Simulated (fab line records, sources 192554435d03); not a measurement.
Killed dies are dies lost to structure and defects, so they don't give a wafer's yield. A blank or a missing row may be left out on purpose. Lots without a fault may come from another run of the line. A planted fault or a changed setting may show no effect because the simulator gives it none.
Chamber matching | flow n5_finfet | N5_MOL_CONTACT_COAG_ETCH_110 on rie_diel-05: 4 sister chambers
The step etches Si in CF4/O2, target depth 2.5 nm, time 8 s. 8 wafers are shown with their chamber, then 7 later ones without.

WAFERS WITH THEIR CHAMBER
wafer  | chamber | showerhead_plenum_p_Torr (Torr) | drypump_motor_current_A (A)
L080.6 | 1       | 2.22                            | 6.2
L083.5 | 3       | 2.13                            | 5.4
L083.6 | 2       | 2.29                            | 5.3
L085.1 | 0       | 2.12                            | 5.2
L085.2 | 1       | 2.21                            | 6.2
L085.4 | 3       | 2.13                            | 5.4
L088.1 | 0       | 2.11                            | 5.1
L088.2 | 2       | 2.29                            | 5.2

WAFERS WITHOUT THEIR CHAMBER
wafer  | showerhead_plenum_p_Torr (Torr) | drypump_motor_current_A (A)
L088.6 | 2.13                            | 5.4
L093.3 | 2.11                            | 5.1
L093.4 | 2.21                            | 6.2
L093.6 | 2.29                            | 5.3
L096.2 | 2.12                            | 5.5
L096.3 | 2.29                            | 5.3
L096.4 | 2.11                            | 5.1

WHICH CHAMBER EACH WENT THROUGH
wafer  | from the rows above | in truth
L088.6 | 3                   | 3
L093.3 | 0                   | 0
L093.4 | 1                   | 1
L093.6 | 2                   | 2
L096.2 | 3                   | 3
L096.3 | 2                   | 2
L096.4 | 0                   | 0
Placed correctly: 7 of 7. Can't be placed from these rows: 0. Placed wrongly: 0.
How it was worked out, from the rows above alone: a wafer's distance from a chamber is the root of the sum, over the readings, of the square of ((its reading less the chamber's mean) divided by the reading's scatter). The wafer belongs to the nearest chamber; if the next one is less than 2 further off, it can't be placed. A chamber's mean is the mean of its shown wafers. The scatter: the root of (the sum of the squares of (reading less its chamber's mean) over the shown wafers, divided by (wafers less chambers)).
